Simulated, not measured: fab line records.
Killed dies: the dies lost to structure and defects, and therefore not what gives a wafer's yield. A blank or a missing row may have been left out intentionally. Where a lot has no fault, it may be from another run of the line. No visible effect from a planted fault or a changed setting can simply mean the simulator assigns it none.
fab line records	flow n5Finfet	part 1 of 2: steps 1 to 21 of 32
record: lots: 5	wafers: 15	lastDay: 17
route steps=1938 shown BEOL_M14@1754 BEOL_M15@1773
lots that met no fault: taken from a fault-free run of the same line
startH: hours from the record's opening day to when the first of the lot's shown wafers began	waitH: hours since the lot's step before	" as in the row above	L1.1+2: a single row standing in for several wafers	- no value, or no start given	* or withheld: withheld	< > ~ a bound
route shown NAME@n: names a module that has steps shown in the file, with the first one's number in the route	usual: the fault-free wafers' mean and standard deviation	same: alike in all rows	chamber/n: place in a boat	sites: readings site by site	_std_site: standard deviation of those values	_edge_site: outer sites' mean less inner sites'	radiusMm: how far each site lies from the wafer's centre	mask NAME#n: copy n	behind: tool/chamber where the wafer was last shaped	hold: the reason the lot was held/the length of the hold in hours/how it ended	device: the transistor (n, p or np) that didn't switch	end of line: the route-end tests of the same wafers	a step with no rows: only its recipe	killed: dies lost to structure and defects at the first sort, not the wafer's yield	map: dies across one wafer; x = killed, . = not, _ = none there
set.NAME: setting as actually run; set.NAME@STEP: the setting as run at that earlier step	model.NAME: the simulator's own value behind a step, which no gauge read
lots at selected steps of the route; one table per step, one row per wafer
services: from which hour (startH, from the record's first day; less than 0 if before it) a tool's chamber was out of use, for how many hours, and why
== steps ==
step: N5_BEOL_M14_STRIP_70
recipe: chemistry: C4F8/O2/Ar	resist: SiARC	rfFrequencyHz: 6e+07
lot.wafer	tool	chamber	startH	waitH
L083.1+2+5	rieDiel-02	3,0,1	306.24	0.1
L084.1+4+6	rieDiel-04	2,0,3	306.37	0.1
L086.1+2+4	rieDiel-03	0,2,3	331.38	0.1
L087.1+4+6	rieDiel-02	2,0,2	353.74	0.1
L091.3+5+6	rieDiel-02	3,3,2	379.72	0.1
step: N5_BEOL_M14_OCD_MEAS_35
usual: trenchDepthNm: 551/11
lot.wafer	tool	chamber	startH	waitH	trenchDepthNm
L083.1	ocd-01	-	306.28	0.0	538
L083.2	"	-	"	"	557
L083.5	"	-	"	"	566
L084.1	ocd-01	-	306.41	0.0	560
L084.4	"	-	"	"	559
L084.6	"	-	"	"	558
L086.1	ocd-02	-	331.43	0.0	534
L086.2	"	-	"	"	567
L086.4	"	-	"	"	537
L087.1	ocd-01	-	353.77	0.0	538
L087.4	"	-	"	"	558
L087.6	"	-	"	"	537
L091.3	ocd-02	-	379.77	0.0	535
L091.5	"	-	"	"	540
L091.6	"	-	"	"	536
step: N5_BEOL_M14_STRIP_37
recipe: chemistry: O2	powerW: 600	tempC: 60	pressureMtorr: 30	rfFrequencyHz: 6e+07	biasPowerW: 0	overashFraction: 0.3	o2FlowSccm: 225
usual: chamberPressureMTorr: 30.00/0.057	drypumpMotorCurrentA: 5.9/0.39	oesProductAu: 0.80/0.091	rfVppV: 3.7/1	showerheadPlenumPTorr: 2.07/0.071	throttleValvePct: 16.59/0.19
lot.wafer	tool	chamber	startH	waitH	chamberPressureMTorr	drypumpMotorCurrentA	oesProductAu	rfHoursCounterH	rfVppV	showerheadPlenumPTorr	throttleValvePct
L083.1	rieDiel-04	2	306.38	0.1	30.00	6.1	0.95	8	4.3	2.05	16.39
L083.2	"	3	"	"	30.01	5.1	0.85	73	3.3	2.12	16.75
L083.5	"	1	"	"	29.99	6.3	0.78	-	4.8	2.02	16.38
L084.1	rieDiel-04	2	306.55	0.1	29.94	6.1	0.94	8	3.3	2.05	16.36
L084.4	"	1	"	"	29.95	6.3	0.78	131	3.4	2.02	16.40
L084.6	"	3	"	"	29.98	5.1	0.82	-	5.8	2.12	16.74
L086.1	rieDiel-02	3	331.63	0.2	30.13	5.5	0.82	66	3.8	2.11	16.63
L086.2	"	1	"	"	29.97	6.1	0.93	11	4.0	2.04	16.19
L086.4	"	1	"	"	29.98	6.0	0.91	-	4.0	2.04	16.16
L087.1	rieDiel-04	1	355.14	1.4	30.00	6.3	0.76	147	4.0	2.01	16.42
L087.4	"	3	"	"	30.05	5.1	0.82	89	4.9	2.11	16.79
L087.6	"	0	"	"	30.03	5.8	0.84	-	3.9	2.21	16.35
L091.3	rieDiel-02	1	381.16	1.4	29.93	6.0	0.85	33	2.4	2.04	16.20
L091.5	"	2	"	"	30.03	5.9	0.68	-	2.6	2.16	16.83
L091.6	"	3	"	"	29.94	5.5	0.79	-	3.4	2.10	16.72
step: N5_BEOL_M14_ETCH_38
recipe: chemistry: CF4/N2	target: SiCN	targetDepthA: 1065	taperDeg: 2	timeS: 120.6	ionEnergyEv: 150	maskMaterial: SiO2	pressureMtorr: 40	sourceW: 430	biasW: 70	Ar_flow_sccm: 100	cf4FlowSccm: 60	n2FlowSccm: 60
usual: chamberPressureMTorr: 40.00/0.037	drypumpMotorCurrentA: 5.9/0.39	mfcArSccm: 99.96/0.29	n2FlowSccm: 60.01/0.19	oesProductAu: 0.79/0.09	rfVppV: 381.8/1.9	showerheadPlenumPTorr: 2.19/0.074	throttleValvePct: 15.39/0.19
same: timeS: 120.6
lot.wafer	tool	chamber	startH	waitH	chamberPressureMTorr	drypumpMotorCurrentA	mfcArSccm	n2FlowSccm	oesProductAu	rfHoursCounterH	rfVppV	showerheadPlenumPTorr	throttleValvePct
L083.1	rieDiel-04	2	-	-	40.06	6.1	99.81	60.05	0.95	8	381.8	2.16	15.08
L083.2	"	3	"	"	39.97	5.1	99.91	60.21	0.83	73	384.2	2.24	15.53
L083.5	"	1	"	"	39.97	6.3	100.17	59.74	0.78	-	381.0	2.12	15.14
L084.1	rieDiel-04	2	-	-	39.93	6.1	100.11	60.04	0.94	8	382.1	2.16	15.09
L084.4	"	1	"	"	40.05	6.3	99.40	60.27	0.77	131	379.8	2.12	15.13
L084.6	"	3	"	"	40.03	5.1	100.49	59.57	0.82	-	382.9	2.24	15.55
L086.1	rieDiel-02	3	-	-	40.00	5.5	99.86	60.01	0.81	66	383.5	2.24	15.53
L086.2	"	1	"	"	39.95	6.0	99.84	59.98	0.92	12	382.0	2.17	15.04
L086.4	"	1	"	"	39.99	6.0	100.04	59.95	0.91	-	383.5	2.17	15.07
L087.1	rieDiel-04	1	-	-	39.96	6.3	99.37	59.76	0.77	148	380.4	2.12	15.20
L087.4	"	3	"	"	40.04	5.1	100.41	59.88	0.81	89	382.8	2.23	15.57
L087.6	"	0	"	"	39.98	5.8	99.84	59.55	0.84	-	384.2	2.33	15.15
L091.3	rieDiel-02	1	-	-	39.98	6.0	100.37	60.20	0.87	33	382.8	2.17	15.07
L091.5	"	2	"	"	40.04	5.9	99.90	60.04	0.67	-	384.7	2.25	15.50
L091.6	"	3	"	"	39.98	5.5	99.95	59.71	0.78	-	382.8	2.23	15.56
step: N5_BEOL_M14_PRECLEAN_39
recipe: chemistry: residueRemover	timeS: 60	tempC: 40
usual: bathHeatDutyPct: 4.4/0.57
same: timeS: 60
lot.wafer	tool	chamber	startH	waitH	bathHeatDutyPct
L083.1	wetBench-05	4	306.62	-	4.8
L083.2	"	3	"	"	4.4
L083.5	"	0	"	"	4.0
L084.1	wetBench-05	0	306.75	-	5.0
L084.4	"	4	"	"	5.6
L084.6	"	3	"	"	3.3
L086.1	wetBench-05	3	331.83	-	3.7
L086.2	"	7	"	"	3.8
L086.4	"	5	"	"	4.9
L087.1	wetBench-02	3	355.33	-	4.3
L087.4	"	2	"	"	4.9
L087.6	"	7	"	"	4.6
L091.3	wetBench-01	0	381.36	-	4.2
L091.5	"	2	"	"	4.1
L091.6	"	1	"	"	4.8
step: N5_BEOL_M14_SRD_40
recipe: timeS: 30	tempC: 23	rinseLiquid: diw	dry: n2Spin	spinRpm: 1500	dryTimeS: 30
usual: bathHeatDutyPct: 3.6/0.47
same: dryTimeS: 30	timeS: 30
lot.wafer	tool	chamber	startH	waitH	bathHeatDutyPct
L083.1	wetBench-05	4	306.64	0.0	2.8
L083.2	"	3	"	"	2.7
L083.5	"	0	"	"	3.1
L084.1	wetBench-05	0	306.77	0.0	3.2
L084.4	"	4	"	"	3.9
L084.6	"	3	"	"	3.1
L086.1	wetBench-05	3	331.85	0.0	3.3
L086.2	"	7	"	"	3.7
L086.4	"	5	"	"	3.8
L087.1	wetBench-02	3	355.35	0.0	3.5
L087.4	"	2	"	"	3.7
L087.6	"	7	"	"	3.7
L091.3	wetBench-01	0	381.38	0.0	3.3
L091.5	"	2	"	"	3.6
L091.6	"	1	"	"	3.8
step: N5_BEOL_M14_DEGAS_41
recipe: ambient: vacuum	tempC: 300	timeS: 60
usual: heaterPowerW: 466/43
same: timeS: 60
lot.wafer	tool	chamber	startH	waitH	heaterPowerW
L083.1	pvdSputter-01	-	306.87	0.2	489
L083.2	"	-	"	"	454
L083.5	"	-	"	"	510
L084.1	pvdSputter-03	-	306.94	0.2	427
L084.4	"	-	"	"	454
L084.6	"	-	"	"	424
L086.1	pvdSputter-03	-	332.05	0.2	425
L086.2	"	-	"	"	465
L086.4	"	-	"	"	473
L087.1	pvdSputter-03	-	355.85	0.5	465
L087.4	"	-	"	"	477
L087.6	"	-	"	"	464
L091.3	pvdSputter-03	-	381.84	0.4	438
L091.5	"	-	"	"	426
L091.6	"	-	"	"	475
step: N5_BEOL_M14_PRE_CLEAN_42
recipe: gas: H2/He	timeS: 30	tempC: 300
usual: heaterPowerW: 467/43
same: timeS: 30
lot.wafer	tool	chamber	startH	waitH	heaterPowerW
L083.1	pvdSputter-01	-	306.91	0.0	509
L083.2	"	-	"	"	440
L083.5	"	-	"	"	506
L084.1	pvdSputter-03	-	306.98	0.0	434
L084.4	"	-	"	"	472
L084.6	"	-	"	"	432
L086.1	pvdSputter-03	-	332.09	0.0	429
L086.2	"	-	"	"	454
L086.4	"	-	"	"	475
L087.1	pvdSputter-03	-	355.89	0.0	469
L087.4	"	-	"	"	472
L087.6	"	-	"	"	472
L091.3	pvdSputter-03	-	381.88	0.0	443
L091.5	"	-	"	"	428
L091.6	"	-	"	"	475
step: N5_BEOL_M14_SPUTTER_43
recipe: material: TaN	targetThkA: 150	tempC: 50	biasV: 168.6	powerW: 15000	chamberPressurePa: 0.12	timeS: 24.19
usual: throttleValvePct: 30.1/1.1
same: timeS: 24.19
lot.wafer	tool	chamber	startH	waitH	throttleValvePct
L083.1	pvdSputter-01	-	306.95	0.0	29.4
L083.2	"	-	"	"	29.7
L083.5	"	-	"	"	29.2
L084.1	pvdSputter-03	-	307.02	0.0	31.3
L084.4	"	-	"	"	30.0
L084.6	"	-	"	"	31.0
L086.1	pvdSputter-03	-	332.13	0.0	31.5
L086.2	"	-	"	"	29.9
L086.4	"	-	"	"	31.4
L087.1	pvdSputter-03	-	355.93	0.0	31.5
L087.4	"	-	"	"	30.4
L087.6	"	-	"	"	31.3
L091.3	pvdSputter-03	-	381.92	0.0	31.0
L091.5	"	-	"	"	31.4
L091.6	"	-	"	"	31.4
step: N5_BEOL_M14_SPUTTER_44
recipe: material: Ta	targetThkA: 150	tempC: 50	biasV: 80	powerW: 15000	chamberPressurePa: 0.07	timeS: 24.19
usual: throttleValvePct: 30.1/1
same: timeS: 24.19
lot.wafer	tool	chamber	startH	waitH	throttleValvePct
L083.1	pvdSputter-01	-	307.03	0.0	29.3
L083.2	"	-	"	"	29.7
L083.5	"	-	"	"	29.0
L084.1	pvdSputter-03	-	307.10	0.0	31.1
L084.4	"	-	"	"	30.1
L084.6	"	-	"	"	31.1
L086.1	pvdSputter-03	-	332.21	0.0	31.1
L086.2	"	-	"	"	30.2
L086.4	"	-	"	"	31.3
L087.1	pvdSputter-03	-	356.01	0.0	31.3
L087.4	"	-	"	"	30.5
L087.6	"	-	"	"	31.3
L091.3	pvdSputter-03	-	382.00	0.0	31.4
L091.5	"	-	"	"	31.2
L091.6	"	-	"	"	31.2
step: N5_BEOL_M14_SPUTTER_45
recipe: material: Cu	targetThkA: 1000	tempC: -20	biasV: 60	powerW: 26000	chamberPressurePa: 0.13	timeS: 16.67
usual: chuckGasFlowSccm: 1.26/0.053	throttleValvePct: 30.1/1.1
same: timeS: 16.67
lot.wafer	tool	chamber	startH	waitH	chuckGasFlowSccm	throttleValvePct
L083.1	pvdSputter-01	-	307.11	0.0	1.27	29.1
L083.2	"	-	"	"	1.28	29.8
L083.5	"	-	"	"	1.22	29.3
L084.1	pvdSputter-03	-	307.18	0.0	1.22	31.3
L084.4	"	-	"	"	1.29	30.0
L084.6	"	-	"	"	1.18	31.2
L086.1	pvdSputter-03	-	332.29	0.0	1.24	31.3
L086.2	"	-	"	"	1.30	30.3
L086.4	"	-	"	"	1.19	31.3
L087.1	pvdSputter-03	-	356.09	0.0	1.27	31.3
L087.4	"	-	"	"	1.26	30.7
L087.6	"	-	"	"	1.21	31.2
L091.3	pvdSputter-03	-	382.08	0.0	1.31	31.0
L091.5	"	-	"	"	1.30	31.1
L091.6	"	-	"	"	1.29	31.1
step: N5_BEOL_M14_ECD_47
recipe: material: Cu	targetThkA: 12480
lot.wafer	tool	chamber	startH	waitH
L083.1+2+5	ecdCu-02	0,1,0	307.23	0.1
L084.1+4+6	ecdCu-01	0,1,1	307.30	0.1
L086.1+2+4	ecdCu-01	0,1,0	332.40	0.1
L087.1+4+6	ecdCu-02	0,1,1	356.21	0.1
L091.3+5+6	ecdCu-02	0,0,1	382.25	0.1
step: N5_BEOL_M14_ANNEAL_48
recipe: tempC: 225	timeS: 90	ambient: N2
usual: annealTempCMax: 225.80/0.25	wafer_temp_C_max: 226.37/0.28
same: timeS: 90
lot.wafer	tool	chamber	startH	waitH	annealTempCMax	wafer_temp_C_max
L083.1	rtpAnneal-01	0	307.42	0.1	225.91	226.13
L083.2	"	0	"	"	226.20	226.83
L083.5	"	0	"	"	226.19	226.53
L084.1	rtpAnneal-01	0	307.69	0.3	225.76	226.65
L084.4	"	0	"	"	225.97	226.22
L084.6	"	0	"	"	226.06	225.98
L086.1	rtpAnneal-02	0	332.59	0.1	225.61	226.09
L086.2	"	0	"	"	225.87	226.60
L086.4	"	0	"	"	225.56	226.14
L087.1	rtpAnneal-01	0	356.40	0.1	225.54	225.90
L087.4	"	0	"	"	225.77	226.61
L087.6	"	0	"	"	225.81	226.16
L091.3	rtpAnneal-02	0	382.47	0.2	225.54	226.64
L091.5	"	0	"	"	225.36	226.21
L091.6	"	0	"	"	225.80	226.27
step: N5_BEOL_M14_CMP_49
recipe: stopOn: SiO2	tOverpolishS: 5.2	downForcePsi: 2	platenRpm: 80	clearingPlatenDownForcePsi: 2	clearingPlatenRpm: 80	postCmpClean: cuAlkaline	targetThkNm: 560	clearingPlatenPadVelocityMS: 1.5917	padVelocityMS: 1.5917
usual: barrierFieldEndpointS: 11.45/0.29	edgeZonePressureFrac: 0.999/0.0052	motorCurrentA: 8.1/0.65	overpolishRunS: 5.201/0.0088	platenRpm: 80.00/0.05	retainingRingPressureFrac: 1.000/0.0045	timeToEndpointS: 123/4.6
lot.wafer	tool	chamber	startH	waitH	barrierFieldEndpointS	edgeZonePressureFrac	motorCurrentA	overpolishRunS	platenRpm	retainingRingPressureFrac	timeToEndpointS
L083.2	cmp-01	0	307.75	0.2	11.67	1.004	7.3	5.199	80.07	0.999	126
L083.1	"	2	"	"	11.70	0.990	8.5	5.192	80.00	0.992	125
L083.5	"	3	"	"	11.75	1.008	8.6	5.193	79.96	1.001	125
L084.1	cmp-04	3	307.99	0.3	11.73	0.997	8.3	5.190	80.00	1.005	125
L084.4	"	0	"	"	11.83	0.998	9.2	5.201	79.99	1.006	126
L084.6	"	0	"	"	11.61	0.998	9.0	5.189	79.97	1.009	126
L086.2	cmp-01	1	332.89	0.2	11.60	0.998	8.1	5.210	80.04	1.004	124
L086.1	"	2	"	"	11.49	1.000	8.2	5.200	80.04	0.987	125
L086.4	"	0	"	"	11.35	1.010	7.4	5.196	79.96	0.996	123
L087.1	cmp-03	3	356.69	0.3	11.35	1.004	6.9	5.211	80.10	1.002	124
L087.4	"	2	"	"	11.50	1.000	8.0	5.184	80.02	0.996	121
L087.6	"	0	"	"	11.26	1.000	7.5	5.202	79.97	1.010	123
L091.3	cmp-01	2	382.72	0.2	11.75	0.989	8.3	5.220	79.94	0.998	128
L091.6	"	1	"	"	11.79	0.989	8.5	5.200	80.01	0.994	128
L091.5	"	2	"	"	11.55	0.998	8.2	5.198	79.99	0.998	125
step: N5_BEOL_M14_THK_MEAS_50
recipe: thkMeasGauge: xrf	reads: Cu_of_BEOL_M14_ECD_47
usual: M14_THK: 549/14
lot.wafer	tool	chamber	startH	waitH	M14_THK[nm]
L083.1	filmMetro-01	-	308.01	-	532
L083.2	"	-	"	"	552
L083.5	"	-	"	"	559
L084.1	filmMetro-02	-	308.28	-	558
L084.4	"	-	"	"	560
L084.6	"	-	"	"	562
L086.1	filmMetro-01	-	333.19	-	528
L086.2	"	-	"	"	560
L086.4	"	-	"	"	531
L087.1	filmMetro-01	-	356.99	-	532
L087.4	"	-	"	"	551
L087.6	"	-	"	"	530
L091.3	filmMetro-02	-	382.98	-	535
L091.5	"	-	"	"	541
L091.6	"	-	"	"	536
step: N5_BEOL_M14_PRE_CLEAN_52
recipe: gas: NH3	timeS: 15	tempC: withheld	rfPowerW: 300
same: timeS: 15
lot.wafer	tool	chamber	startH	waitH
L083.1+2+5	pecvd-04	0,1,0	308.05	0.0
L084.1+4+6	pecvd-02	0,2,1	308.32	0.0
L086.1+2+4	pecvd-03	0,1,2	333.22	0.0
L087.1+4+6	pecvd-02	1,0,1	357.03	0.0
L091.3+5+6	pecvd-03	1,0,1	383.01	0.0
step: N5_BEOL_M14_DEP_53
recipe: material: SiCN	targetThkA: 500	tempC: withheld	precursor: 3MS/NH3	pressureTorr: 3	rfW: 675	timeS: 17.8
usual: showerheadPlenumPTorr: 4.149/0.021	throttleValvePct: 18.6/0.73
same: timeS: 17.8
lot.wafer	tool	chamber	startH	waitH	showerheadPlenumPTorr	throttleValvePct
L083.1	pecvd-04	0	308.07	0.0	4.120	18.7
L083.2	"	1	"	"	4.176	19.2
L083.5	"	0	"	"	4.115	18.9
L084.1	pecvd-02	0	308.34	0.0	4.161	19.8
L084.4	"	2	"	"	4.171	18.2
L084.6	"	1	"	"	4.150	18.2
L086.1	pecvd-03	0	333.25	0.0	4.136	18.5
L086.2	"	1	"	"	4.192	19.1
L086.4	"	2	"	"	4.135	17.9
L087.1	pecvd-02	1	357.05	0.0	4.167	17.7
L087.4	"	0	"	"	4.146	19.4
L087.6	"	1	"	"	4.146	17.9
L091.3	pecvd-03	1	383.04	0.0	4.181	19.2
L091.5	"	0	"	"	4.138	18.5
L091.6	"	1	"	"	4.176	19.2
step: N5_BEOL_M14_RS_MEAS_54
recipe: thkMeasGauge: four-point-probe	reads: Cu_of_BEOL_M14_ECD_47+Ta_of_BEOL_M14_SPUTTER_44+TaN_of_BEOL_M14_SPUTTER_43
usual: M14_RS: 0.0335/0.00071
lot.wafer	tool	chamber	startH	waitH	M14_RS[ohm/sq]
L083.1	filmMetro-02	-	308.14	0.0	0.0343
L083.2	"	-	"	"	0.0331
L083.5	"	-	"	"	0.0326
L084.1	filmMetro-01	-	308.41	0.0	0.0330
L084.4	"	-	"	"	0.0329
L084.6	"	-	"	"	0.0330
L086.1	filmMetro-01	-	333.31	0.0	0.0346
L086.2	"	-	"	"	0.0325
L086.4	"	-	"	"	0.0343
L087.1	filmMetro-01	-	357.12	0.0	0.0343
L087.4	"	-	"	"	0.0331
L087.6	"	-	"	"	0.0344
L091.3	filmMetro-01	-	383.11	0.1	0.0345
L091.5	"	-	"	"	0.0342
L091.6	"	-	"	"	0.0344
step: N5_BEOL_M14_INSPECT_55
recipe: inspectInstrument: darkfield	mode: postDep
usual: rawDefectCount: 70/22
lot.wafer	tool	chamber	startH	waitH	rawDefectCount
L083.1	defectInspect-02	-	308.16	0.0	111
L083.2	"	-	"	"	80
L083.5	"	-	"	"	67
L084.1	defectInspect-01	-	308.43	0.0	90
L084.4	"	-	"	"	69
L084.6	"	-	"	"	93
L086.1	defectInspect-01	-	333.34	0.0	51
L086.2	"	-	"	"	63
L086.4	"	-	"	"	56
L087.1	defectInspect-02	-	357.14	0.0	95
L087.4	"	-	"	"	69
L087.6	"	-	"	"	75
L091.3	defectInspect-02	-	383.13	0.0	75
L091.5	"	-	"	"	65
L091.6	"	-	"	"	67
step: N5_BEOL_M15_ILD_DEP_00
recipe: material: SiO2	targetThkA: 16293	tempC: 400	precursor: TEOS/O2	pressureTorr: 6.5	rfW: 900	teosFlowSccm: 161.4	gas: O2	flowSccm: 2650	timeS: 346.1
usual: heaterPowerW: 556/110	showerheadPlenumPTorr: 8.34/0.034	throttleValvePct: 19.0/0.98
same: timeS: 346.1
lot.wafer	tool	chamber	startH	waitH	heaterPowerW	showerheadPlenumPTorr	throttleValvePct
L083.1	pecvd-03	1	308.20	0.0	480	8.38	19.8
L083.2	"	0	"	"	641	8.32	19.4
L083.5	"	1	"	"	526	8.38	19.8
L084.1	pecvd-02	1	308.47	0.0	346	8.34	19.1
L084.4	"	1	"	"	396	8.34	18.8
L084.6	"	2	"	"	705	8.34	18.8
L086.1	pecvd-03	1	333.38	0.0	414	8.39	19.8
L086.2	"	2	"	"	474	8.30	18.6
L086.4	"	1	"	"	509	8.39	19.8
L087.1	pecvd-01	1	357.18	0.0	596	8.41	20.3
L087.4	"	2	"	"	676	8.36	17.1
L087.6	"	1	"	"	484	8.41	19.9
L091.3	pecvd-01	2	383.17	0.0	654	8.37	17.2
L091.5	"	1	"	"	489	8.41	19.9
L091.6	"	0	"	"	555	8.33	19.3
step: N5_BEOL_M15_THK_MEAS_01
recipe: reads: SiO2_of_BEOL_M15_ILD_DEP_00
usual: M15_ILD_THK: 1641/21
lot.wafer	tool	chamber	startH	waitH	M15_ILD_THK[nm]
L083.1	filmMetro-02	-	308.45	0.1	1615
L083.2	"	-	"	"	1610
L083.5	"	-	"	"	1647
L084.1	filmMetro-02	-	308.72	0.1	1648
L084.4	"	-	"	"	1652
L084.6	"	-	"	"	1670
L086.1	filmMetro-01	-	333.63	0.1	1616
L086.2	"	-	"	"	1633
L086.4	"	-	"	"	1664
L087.1	filmMetro-01	-	357.43	0.1	1639
L087.4	"	-	"	"	1685
L087.6	"	-	"	"	1660
L091.3	filmMetro-01	-	383.42	0.1	1637
L091.5	"	-	"	"	1675
L091.6	"	-	"	"	1677
